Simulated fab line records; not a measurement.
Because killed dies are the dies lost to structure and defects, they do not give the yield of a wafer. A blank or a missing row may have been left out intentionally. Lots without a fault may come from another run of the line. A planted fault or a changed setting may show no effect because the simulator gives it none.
Which tool did it? ; flow n5Finfet ; 24 wafers sampled from 8 lots at 1 step of a route of 1938

## WHAT THE GAUGES SHOWED, per wafer
N5_BEOL_M4_RC_MEAS_101.
lot;measured;on;DIBL_N (mV/V)
L376;day 7 11:56;prober-01;36.1 36.0 36.9
L382;day 9 07:47;prober-02;35.1 32.9 33.3
L384;day 10 06:52;prober-02;37.2 35.3 35.9
L392;day 11 22:10;prober-01;35.8 36.7 33.9
L394;day 12 19:05;prober-01;36.3 36.8 37.0
L397;day 13 05:27;prober-02;38.2 37.4 39.1
L395;day 13 05:36;prober-01;35.7 35.8 34.8
L396;day 13 14:47;prober-01;34.5 35.3 32.4

## WHICH TOOL RAN EACH LOT (tool, then ch and the chambers of the sampled wafers, then the start)
No process step before these readings appears in the record.

## THE ANSWER, worked out from the rows above alone
Rule: what is usual is taken from the lots themselves. Put in order of their means at a reading, lots are off if they are a third of the lots or fewer, leave a main group of 4 or more, and stand apart from it by a gap of 3 or more times the standard deviation of the main group's means; of several such gaps the widest counts. Not used: any main group whose means are identical at the precision the tables above print for the reading. Also off: a lot with no number at a reading for which 4 or more lots have one. Where the step has rows for the other lots, those lots are counted as sound.
Nothing can be told from this: no lot is off at any reading shown.

## WHAT HAD BEEN PUT IN BY THE SIMULATOR
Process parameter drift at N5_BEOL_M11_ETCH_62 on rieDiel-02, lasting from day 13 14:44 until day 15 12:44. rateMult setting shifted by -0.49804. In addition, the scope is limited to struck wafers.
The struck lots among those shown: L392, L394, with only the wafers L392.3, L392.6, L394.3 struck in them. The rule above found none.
